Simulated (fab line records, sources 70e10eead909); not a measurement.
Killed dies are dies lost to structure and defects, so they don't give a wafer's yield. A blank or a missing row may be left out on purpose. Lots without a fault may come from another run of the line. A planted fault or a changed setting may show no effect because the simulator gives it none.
Which tool did it? | flow nand_harc | 21 lots, 63 wafers sampled, at 6 steps of a route of 1159

WHAT THE GAUGES READ, wafer by wafer
The record holds no reading of a measuring or inspecting step that can be judged against a usual standard deviation.

WHICH TOOL RAN EACH LOT (tool, then ch and the chambers of the sampled wafers, then the start)
lot  | NHARC_A_CHANNEL_FILL_D1_ALD_14   | NHARC_A_CHANNEL_FILL_D1_ETCHBACK_19 | NHARC_A_STAIRCASE_STRIP_171          | NHARC_A_STAIRCASE_TRIM_18                     | NHARC_A_STAIRCASE_STRIP_175          | NHARC_A_STAIRCASE_TRIM_187
L074 | ald_hk-03 ch 0,2, day 9 01:37    | rie_si-05 ch 2,3, day 9 18:36       | plasma_asher-02 ch 0,1, day 10 20:52 | rie_diel-05 ch 1,2,3, day 11 00:50 or earlier | plasma_asher-02 ch 0,1, day 11 00:50 | rie_diel-05 ch 1,2, day 11 02:17
L076 | ald_hk-03 ch 1,2,3, day 9 08:11  | rie_si-05 ch 0,1,3, day 10 01:12    | plasma_asher-02 ch 1, day 11 03:57   | rie_diel-04 ch 0,2, day 11 07:42 or earlier   | plasma_asher-02 ch 0,1, day 11 07:42 | rie_diel-04 ch 0,1,3, day 11 09:20
L075 | ald_hk-04 ch 1,3, day 9 08:13    | rie_si-06 ch 1,2, day 10 01:11      | plasma_asher-01 ch 0,1, day 11 04:09 | rie_diel-05 ch 0,2,3, day 11 08:57 or earlier | plasma_asher-01 ch 0,1, day 11 08:57 | rie_diel-05 ch 0,2,3, day 11 10:25
L079 | ald_hk-04 ch 0,3, day 9 15:41    | rie_si-06 ch 0,1,3, day 10 08:41    | plasma_asher-02 ch 0, day 11 10:09   | rie_diel-05 ch 0,3, day 11 14:01 or earlier   | plasma_asher-01 ch 0, day 11 14:01   | rie_diel-05 ch 1,2, day 11 15:40
L077 | ald_hk-03 ch 1,2,3, day 9 15:45  | rie_si-05 ch 0,1,3, day 10 08:41    | plasma_asher-01 ch 0,1, day 11 09:50 | rie_diel-05 ch 0,1, day 11 13:42 or earlier   | plasma_asher-01 ch 0,1, day 11 13:42 | rie_diel-05 ch 1,2,3, day 11 15:14
L078 | ald_hk-03 ch 1,2,3, day 9 21:36  | rie_si-03 ch 0,2,3, day 10 14:53    | plasma_asher-02 ch 0,1, day 11 16:44 | rie_diel-05 ch 0,1,2, day 11 22:38 or earlier | plasma_asher-01 ch 0,1, day 11 22:38 | rie_diel-06 ch 0,2,3, day 12 00:07
L080 | ald_hk-02 ch 1,2,3, day 10 06:26 | rie_si-06 ch 2,3, day 10 23:22      | plasma_asher-02 ch 0,1, day 12 01:20 | rie_diel-05 ch 1,2,3, day 12 05:05 or earlier | plasma_asher-01 ch 0,1, day 12 05:05 | rie_diel-06 ch 0,1, day 12 06:44
L084 | ald_hk-02 ch 0,2,3, day 11 03:17 | rie_si-05 ch 0,2,3, day 11 19:58    | plasma_asher-02 ch 0,1, day 12 21:20 | rie_diel-04 ch 1,2,3, day 13 01:35 or earlier | plasma_asher-01 ch 0,1, day 13 01:35 | rie_diel-05 ch 0,1,2, day 13 03:04
L082 | ald_hk-03 ch 1,2,3, day 11 03:21 | rie_si-06 ch 0,1,2, day 11 19:59    | plasma_asher-01 ch 0,1, day 12 21:38 | rie_diel-04 ch 0,1,3, day 13 01:59 or earlier | plasma_asher-01 ch 0,1, day 13 01:59 | rie_diel-05 ch 0,2, day 13 03:38
L083 | ald_hk-02 ch 1,3, day 11 07:25   | rie_si-05 ch 0,2,3, day 12 00:10    | plasma_asher-02 ch 0,1, day 13 04:13 | rie_diel-06 ch 0,1,3, day 13 08:49 or earlier | plasma_asher-02 ch 0,1, day 13 08:49 | rie_diel-04 ch 0,1,3, day 13 10:21
L087 | ald_hk-02 ch 1,2, day 12 02:58   | rie_si-06 ch 1,2, day 12 20:37      | plasma_asher-01 ch 0,1, day 13 22:58 | rie_diel-04 ch 1,3, day 14 03:13 or earlier   | plasma_asher-02 ch 0,1, day 14 03:13 | rie_diel-06 ch 1,2,3, day 14 04:53
L085 | ald_hk-04 ch 0,1,2, day 12 11:13 | rie_si-05 ch 1,2,3, day 13 04:01    | plasma_asher-02 ch 0,1, day 14 05:46 | rie_diel-06 ch 0,1,3, day 14 10:23 or earlier | plasma_asher-02 ch 0,1, day 14 10:23 | rie_diel-06 ch 0,1,2, day 14 11:52
L089 | ald_hk-04 ch 1,2,3, day 12 16:03 | rie_si-06 ch 0,1,2, day 13 09:45    | plasma_asher-01 ch 0,1, day 14 12:38 | rie_diel-06 ch 0,1,2, day 14 17:32 or earlier | plasma_asher-01 ch 0,1, day 14 17:32 | rie_diel-06 ch 0,3, day 14 19:02
L091 | ald_hk-04 ch 1,3, day 12 22:13   | rie_si-06 ch 1,2,3, day 13 17:07    | plasma_asher-01 ch 0,1, day 14 18:22 | rie_diel-06 ch 0,1,3, day 14 22:30 or earlier | plasma_asher-02 ch 0,1, day 14 22:30 | rie_diel-06 ch 0,1,3, day 14 23:55
L090 | ald_hk-04 ch 0,3, day 12 22:26   | rie_si-03 ch 0,1,3, day 13 17:07    | plasma_asher-02 ch 0,1, day 14 18:32 | rie_diel-06 ch 0,2, day 14 22:40 or earlier   | plasma_asher-01 ch 0,1, day 14 22:40 | rie_diel-04 ch 1,2,3, day 15 00:24
L092 | ald_hk-03 ch 0,3, day 13 12:54   | rie_si-05 ch 0,3, day 14 06:52      | plasma_asher-01 ch 0,1, day 15 09:03 | rie_diel-04 ch 1,2, day 15 14:14 or earlier   | plasma_asher-01 ch 0,1, day 15 14:14 | rie_diel-06 ch 0,3, day 15 15:38
L093 | ald_hk-03 ch 0,1, day 13 13:07   | rie_si-06 ch 1,2,3, day 14 06:50    | plasma_asher-02 ch 0, day 15 08:47   | rie_diel-06 ch 1,3, day 15 12:47 or earlier   | plasma_asher-01 ch 0,1, day 15 12:47 | rie_diel-05 ch 0,1,3, day 15 14:21
L094 | ald_hk-03 ch 0,1,3, day 13 20:23 | rie_si-03 ch 0,2,3, day 14 13:15    | plasma_asher-01 ch 1, day 15 14:52   | rie_diel-04 ch 0,2,3, day 15 18:31 or earlier | plasma_asher-02 ch 0,1, day 15 18:31 | rie_diel-05 ch 0,3, day 15 20:15
L097 | ald_hk-03 ch 0,1, day 14 11:13   | rie_si-05 ch 0,1, day 15 04:00      | plasma_asher-01 ch 0,1, day 16 06:29 | rie_diel-04 ch 0,1, day 16 10:11 or earlier   | plasma_asher-01 ch 0,1, day 16 10:11 | rie_diel-06 ch 1,3, day 16 11:40
L095 | ald_hk-04 ch 1,2,3, day 14 17:08 | rie_si-06 ch 0,1, day 15 11:01      | plasma_asher-02 ch 0,1, day 16 12:23 | rie_diel-06 ch 2,3, day 16 17:52 or earlier   | plasma_asher-01 ch 0,1, day 16 17:52 | rie_diel-05 ch 0,2, day 16 19:19
L096 | ald_hk-02 ch 1,3, day 14 23:06   | rie_si-05 ch 0,2, day 15 17:06      | plasma_asher-02 ch 0,1, day 16 18:16 | rie_diel-04 ch 2,3, day 16 22:14 or earlier   | plasma_asher-02 ch 1, day 16 22:14   | rie_diel-06 ch 0,1,3, day 16 23:47
- NHARC_A_CHANNEL_FILL_D1_ALD_14: deposits SiO2, target thk 2.5 nm, pulse time 10 s, ald cycles 25.
- NHARC_A_CHANNEL_FILL_D1_ETCHBACK_19: etches the open film in HBr/Cl2, target depth 5 nm, time 1.7 s.
- NHARC_A_STAIRCASE_STRIP_171: strips in O2.
- NHARC_A_STAIRCASE_TRIM_18: chemistry O2, time 211.2 s.
- NHARC_A_STAIRCASE_STRIP_175: strips in O2.
- NHARC_A_STAIRCASE_TRIM_187: chemistry O2, time 211.2 s.

WHAT THE TOOLS THEMSELVES READ (means of the sampled wafers that have a number; where no wafer has one, the mark that the record gives instead)
NHARC_A_CHANNEL_FILL_D1_ALD_14. Usual: heater_power_w 489 W, standard deviation 36; precursor_pulse_height_rel 1.001, standard deviation 0.019.
lot  | tool      | heater_power_w (W) | precursor_pulse_height_rel | flag
L074 | ald_hk-03 | 475                | 0.991                      |
L076 | ald_hk-03 | 510                | 1.011                      |
L075 | ald_hk-04 | 437                | 0.995                      |
L079 | ald_hk-04 | 445                | 1.002                      |
L077 | ald_hk-03 | 501                | 0.989                      |
L078 | ald_hk-03 | 505                | 0.983                      |
L080 | ald_hk-02 | 504                | 1.018                      |
L084 | ald_hk-02 | 508                | 1.010                      |
L082 | ald_hk-03 | 503                | 1.004                      |
L083 | ald_hk-02 | 530                | 1.023                      |
L087 | ald_hk-02 | 486                | 1.007                      |
L085 | ald_hk-04 | 453                | 0.987                      |
L089 | ald_hk-04 | 452                | 0.997                      |
L091 | ald_hk-04 | 431                | 1.006                      |
L090 | ald_hk-04 | 458                | 1.004                      |
L092 | ald_hk-03 | 493                | 0.999                      |
L093 | ald_hk-03 | 510                | 0.997                      |
L094 | ald_hk-03 | 512                | 1.013                      |
L097 | ald_hk-03 | 507                | 1.020                      |
L095 | ald_hk-04 | 447                | 0.978                      |
L096 | ald_hk-02 | 546                | 1.002                      |

NHARC_A_CHANNEL_FILL_D1_ETCHBACK_19. Usual: chamber_pressure_mTorr 15.000 mTorr, standard deviation 0.014; drypump_motor_current_A 5.8 A, standard deviation 0.52; hbr_flow_sccm 150.0 sccm, standard deviation 0.42; oes_product_au 1.000 a.u., standard deviation 0.0095; rf_fwd_power_W 390.1 W, standard deviation 1.2; throttle_valve_pct 26.405 %, standard deviation 0.0091.
lot  | tool      | chamber_pressure_mTorr (mTorr) | drypump_motor_current_A (A) | hbr_flow_sccm (sccm) | oes_product_au (a.u.) | rf_fwd_power_W (W) | throttle_valve_pct (%) | flag
L074 | rie_si-05 | 14.989                         | 5.1                         | 150.0                | 1.009                 | 390.6              | 26.410                 |
L076 | rie_si-05 | 15.007                         | 5.4                         | 149.8                | 1.010                 | 390.4              | 26.403                 |
L075 | rie_si-06 | 15.001                         | 5.9                         | 150.3                | 0.996                 | 391.3              | 26.405                 |
L079 | rie_si-06 | 14.997                         | 6.3                         | 150.3                | 1.000                 | 390.2              | 26.405                 |
L077 | rie_si-05 | 14.990                         | 5.4                         | 149.8                | 1.005                 | 389.4              | 26.401                 |
L078 | rie_si-03 | 15.005                         | 6.1                         | 149.7                | 1.010                 | 389.4              | 26.408                 |
L080 | rie_si-06 | 15.004                         | 5.8                         | 149.8                | 0.992                 | 389.7              | 26.409                 |
L084 | rie_si-05 | 14.986                         | 5.2                         | 150.0                | 1.007                 | 389.7              | 26.410                 |
L082 | rie_si-06 | 15.003                         | 6.2                         | 150.2                | 1.000                 | 389.9              | 26.405                 |
L083 | rie_si-05 | 14.999                         | 5.2                         | 150.2                | 1.007                 | 389.7              | 26.412                 |
L087 | rie_si-06 | 14.991                         | 5.9                         | 150.2                | 0.998                 | 389.5              | 26.402                 |
L085 | rie_si-05 | 15.005                         | 5.3                         | 150.5                | 1.002                 | 391.0              | 26.403                 |
L089 | rie_si-06 | 15.008                         | 6.2                         | 149.7                | 0.999                 | 390.1              | 26.407                 |
L091 | rie_si-06 | 15.013                         | 5.9                         | 150.6                | 0.999                 | 390.4              | 26.407                 |
L090 | rie_si-03 | 14.995                         | 5.9                         | 149.8                | 0.994                 | 390.5              | 26.395                 |
L092 | rie_si-05 | 14.997                         | 5.3                         | 150.4                | 1.013                 | 389.5              | 26.410                 |
L093 | rie_si-06 | 15.009                         | 5.9                         | 150.0                | 0.994                 | 390.7              | 26.405                 |
L094 | rie_si-03 | 14.995                         | 6.1                         | 150.2                | 1.003                 | 389.4              | 26.404                 |
L097 | rie_si-05 | 15.012                         | 5.5                         | 150.1                | 1.002                 | 390.0              | 26.409                 |
L095 | rie_si-06 | 15.013                         | 6.4                         | 150.0                | 0.995                 | 391.1              | 26.402                 |
L096 | rie_si-05 | 14.990                         | 5.3                         | 150.0                | 1.007                 | 391.2              | 26.407                 |

NHARC_A_STAIRCASE_STRIP_171. Usual: drypump_motor_current_A 5.77 A, standard deviation 0.052; heater_power_w 334 W, standard deviation 30; temp_c 249.98 C, standard deviation 0.17.
lot  | tool            | drypump_motor_current_A (A) | heater_power_w (W) | temp_c (C) | flag
L074 | plasma_asher-02 | 5.81                        | 314                | 249.89     |
L076 | plasma_asher-02 | 5.73                        | 354                | 249.89     |
L075 | plasma_asher-01 | 5.73                        | 352                | 250.07     |
L079 | plasma_asher-02 | 5.85                        | 295                | 250.01     |
L077 | plasma_asher-01 | 5.74                        | 333                | 249.95     |
L078 | plasma_asher-02 | 5.75                        | 339                | 250.03     |
L080 | plasma_asher-02 | 5.82                        | 317                | 250.08     |
L084 | plasma_asher-02 | 5.80                        | 317                | 250.00     |
L082 | plasma_asher-01 | 5.74                        | 334                | 249.77     |
L083 | plasma_asher-02 | 5.79                        | 316                | 249.96     |
L087 | plasma_asher-01 | 5.73                        | 345                | 249.88     |
L085 | plasma_asher-02 | 5.81                        | 317                | 249.96     |
L089 | plasma_asher-01 | 5.74                        | 350                | 250.03     |
L091 | plasma_asher-01 | 5.74                        | 337                | 249.87     |
L090 | plasma_asher-02 | 5.80                        | 319                | 250.05     |
L092 | plasma_asher-01 | 5.74                        | 352                | 250.00     |
L093 | plasma_asher-02 | 5.86                        | 300                | 250.05     |
L094 | plasma_asher-01 | 5.74                        | 312                | 250.24     |
L097 | plasma_asher-01 | 5.76                        | 332                | 249.85     |
L095 | plasma_asher-02 | 5.81                        | 322                | 250.00     |
L096 | plasma_asher-02 | 5.77                        | 337                | 250.10     |

NHARC_A_STAIRCASE_TRIM_18. Usual: chamber_pressure_mTorr 60.00 mTorr, standard deviation 0.053; drypump_motor_current_A 5.73 A, standard deviation 0.22; oes_product_au 0.999 a.u., standard deviation 0.0083; rf_vpp_V 57.7 V, standard deviation 0.92; showerhead_plenum_p_Torr 3.51 Torr, standard deviation 0.17; throttle_valve_pct 17.036 %, standard deviation 0.0086.
lot  | tool        | chamber_pressure_mTorr (mTorr) | drypump_motor_current_A (A) | oes_product_au (a.u.) | rf_vpp_V (V) | showerhead_plenum_p_Torr (Torr) | throttle_valve_pct (%) | flag
L074 | rie_diel-05 | 59.98                          | 5.63                        | 0.996                 | 58.2         | 3.56                            | 17.032                 |
L076 | rie_diel-04 | 60.06                          | 5.68                        | 1.001                 | 57.5         | 3.68                            | 17.039                 |
L075 | rie_diel-05 | 59.97                          | 5.62                        | 0.998                 | 57.7         | 3.54                            | 17.033                 |
L079 | rie_diel-05 | 59.94                          | 5.78                        | 1.003                 | 58.0         | 3.64                            | 17.032                 |
L077 | rie_diel-05 | 59.99                          | 5.74                        | 0.993                 | 57.2         | 3.36                            | 17.028                 |
L078 | rie_diel-05 | 60.02                          | 5.62                        | 0.995                 | 57.1         | 3.40                            | 17.030                 |
L080 | rie_diel-05 | 60.02                          | 5.62                        | 0.994                 | 58.1         | 3.55                            | 17.035                 |
L084 | rie_diel-04 | 59.98                          | 5.71                        | 0.995                 | 58.4         | 3.63                            | 17.033                 |
L082 | rie_diel-04 | 59.98                          | 5.73                        | 0.997                 | 57.5         | 3.58                            | 17.031                 |
L083 | rie_diel-06 | 60.07                          | 5.86                        | 1.007                 | 56.6         | 3.43                            | 17.043                 |
L087 | rie_diel-04 | 60.07                          | 5.80                        | 0.999                 | 57.5         | 3.59                            | 17.035                 |
L085 | rie_diel-06 | 60.04                          | 5.86                        | 1.008                 | 57.8         | 3.42                            | 17.038                 |
L089 | rie_diel-06 | 60.04                          | 5.83                        | 0.999                 | 57.3         | 3.32                            | 17.030                 |
L091 | rie_diel-06 | 60.03                          | 5.87                        | 1.002                 | 56.3         | 3.42                            | 17.036                 |
L090 | rie_diel-06 | 60.05                          | 5.65                        | 0.998                 | 57.6         | 3.30                            | 17.036                 |
L092 | rie_diel-04 | 60.00                          | 5.58                        | 1.005                 | 58.0         | 3.66                            | 17.044                 |
L093 | rie_diel-06 | 59.97                          | 5.91                        | 0.999                 | 57.2         | 3.53                            | 17.038                 |
L094 | rie_diel-04 | 59.98                          | 5.78                        | 0.999                 | 58.5         | 3.67                            | 17.036                 |
L097 | rie_diel-04 | 59.96                          | 5.56                        | 0.997                 | 57.8         | 3.52                            | 17.043                 |
L095 | rie_diel-06 | 59.98                          | 5.72                        | 0.999                 | 57.6         | 3.52                            | 17.047                 |
L096 | rie_diel-04 | 59.95                          | 5.74                        | 0.998                 | 58.0         | 3.71                            | 17.033                 |

NHARC_A_STAIRCASE_STRIP_175. Usual: drypump_motor_current_A 5.76 A, standard deviation 0.044; heater_power_w 337 W, standard deviation 29; temp_c 250.03 C, standard deviation 0.2.
lot  | tool            | drypump_motor_current_A (A) | heater_power_w (W) | temp_c (C) | flag
L074 | plasma_asher-02 | 5.77                        | 337                | 250.00     |
L076 | plasma_asher-02 | 5.80                        | 321                | 249.94     |
L075 | plasma_asher-01 | 5.73                        | 347                | 249.99     |
L079 | plasma_asher-01 | 5.73                        | 368                | 250.02     |
L077 | plasma_asher-01 | 5.74                        | 348                | 250.13     |
L078 | plasma_asher-01 | 5.75                        | 347                | 250.15     |
L080 | plasma_asher-01 | 5.77                        | 341                | 250.04     |
L084 | plasma_asher-01 | 5.77                        | 339                | 250.08     |
L082 | plasma_asher-01 | 5.75                        | 350                | 249.98     |
L083 | plasma_asher-02 | 5.77                        | 335                | 250.17     |
L087 | plasma_asher-02 | 5.83                        | 314                | 250.04     |
L085 | plasma_asher-02 | 5.78                        | 341                | 250.15     |
L089 | plasma_asher-01 | 5.78                        | 334                | 249.85     |
L091 | plasma_asher-02 | 5.77                        | 337                | 249.89     |
L090 | plasma_asher-01 | 5.74                        | 358                | 250.06     |
L092 | plasma_asher-01 | 5.74                        | 350                | 249.74     |
L093 | plasma_asher-01 | 5.74                        | 334                | 250.16     |
L094 | plasma_asher-02 | 5.80                        | 317                | 249.97     |
L097 | plasma_asher-01 | 5.72                        | 345                | 249.99     |
L095 | plasma_asher-01 | 5.75                        | 332                | 250.21     |
L096 | plasma_asher-02 | 5.73                        | 353                | 249.92     |

NHARC_A_STAIRCASE_TRIM_187. Usual: chamber_pressure_mTorr 60.00 mTorr, standard deviation 0.056; drypump_motor_current_A 5.74 A, standard deviation 0.24; oes_product_au 0.999 a.u., standard deviation 0.0089; rf_vpp_V 57.8 V, standard deviation 0.87; showerhead_plenum_p_Torr 3.46 Torr, standard deviation 0.17; throttle_valve_pct 17.036 %, standard deviation 0.0099.
lot  | tool        | chamber_pressure_mTorr (mTorr) | drypump_motor_current_A (A) | oes_product_au (a.u.) | rf_vpp_V (V) | showerhead_plenum_p_Torr (Torr) | throttle_valve_pct (%) | flag
L074 | rie_diel-05 | 59.99                          | 5.47                        | 0.995                 | 58.4         | 3.46                            | 17.036                 |
L076 | rie_diel-04 | 59.98                          | 5.71                        | 0.992                 | 58.4         | 3.59                            | 17.027                 |
L075 | rie_diel-05 | 59.98                          | 5.63                        | 1.001                 | 57.5         | 3.54                            | 17.047                 |
L079 | rie_diel-05 | 60.03                          | 5.61                        | 0.994                 | 58.4         | 3.42                            | 17.042                 |
L077 | rie_diel-05 | 59.99                          | 5.63                        | 1.002                 | 57.2         | 3.56                            | 17.027                 |
L078 | rie_diel-06 | 60.00                          | 5.68                        | 1.012                 | 57.1         | 3.43                            | 17.033                 |
L080 | rie_diel-06 | 59.91                          | 5.79                        | 1.005                 | 57.2         | 3.31                            | 17.036                 |
L084 | rie_diel-05 | 59.97                          | 5.59                        | 0.997                 | 57.4         | 3.39                            | 17.036                 |
L082 | rie_diel-05 | 60.06                          | 5.60                        | 0.997                 | 58.1         | 3.38                            | 17.041                 |
L083 | rie_diel-04 | 60.00                          | 5.73                        | 1.000                 | 58.6         | 3.58                            | 17.042                 |
L087 | rie_diel-06 | 60.00                          | 5.91                        | 0.997                 | 56.7         | 3.43                            | 17.040                 |
L085 | rie_diel-06 | 60.02                          | 5.87                        | 0.998                 | 58.0         | 3.32                            | 17.028                 |
L089 | rie_diel-06 | 60.04                          | 5.69                        | 1.005                 | 58.3         | 3.52                            | 17.042                 |
L091 | rie_diel-06 | 60.00                          | 5.87                        | 0.997                 | 57.7         | 3.42                            | 17.026                 |
L090 | rie_diel-04 | 60.04                          | 5.70                        | 0.999                 | 57.9         | 3.62                            | 17.036                 |
L092 | rie_diel-06 | 59.96                          | 5.65                        | 1.006                 | 58.1         | 3.40                            | 17.048                 |
L093 | rie_diel-05 | 59.98                          | 5.75                        | 1.004                 | 58.1         | 3.48                            | 17.037                 |
L094 | rie_diel-05 | 59.98                          | 5.75                        | 1.000                 | 58.0         | 3.62                            | 17.032                 |
L097 | rie_diel-06 | 59.99                          | 6.08                        | 0.999                 | 57.4         | 3.42                            | 17.036                 |
L095 | rie_diel-05 | 60.05                          | 5.47                        | 0.988                 | 58.0         | 3.42                            | 17.033                 |
L096 | rie_diel-06 | 59.98                          | 5.88                        | 1.003                 | 57.4         | 3.41                            | 17.042                 |

THE ANSWER, worked out from the rows above alone
Rule: a lot is off if the mean of its wafers that have a number lies more than 3 standard deviations from the usual mean. A lot without any number at a reading at which 4 lots or more have one is off too. The other lots that the step has rows for count as sound. The gauges are gone through in route order, then the tools' own readings, and for those a lot's mean is taken as printed above. The first step at which some lot is off is used, and at that step the reading that is off furthest; a lot without a number counts as furthest.
No lot is off at any reading shown: from this, nothing can be told.

WHAT THE SIMULATOR HAD PUT IN
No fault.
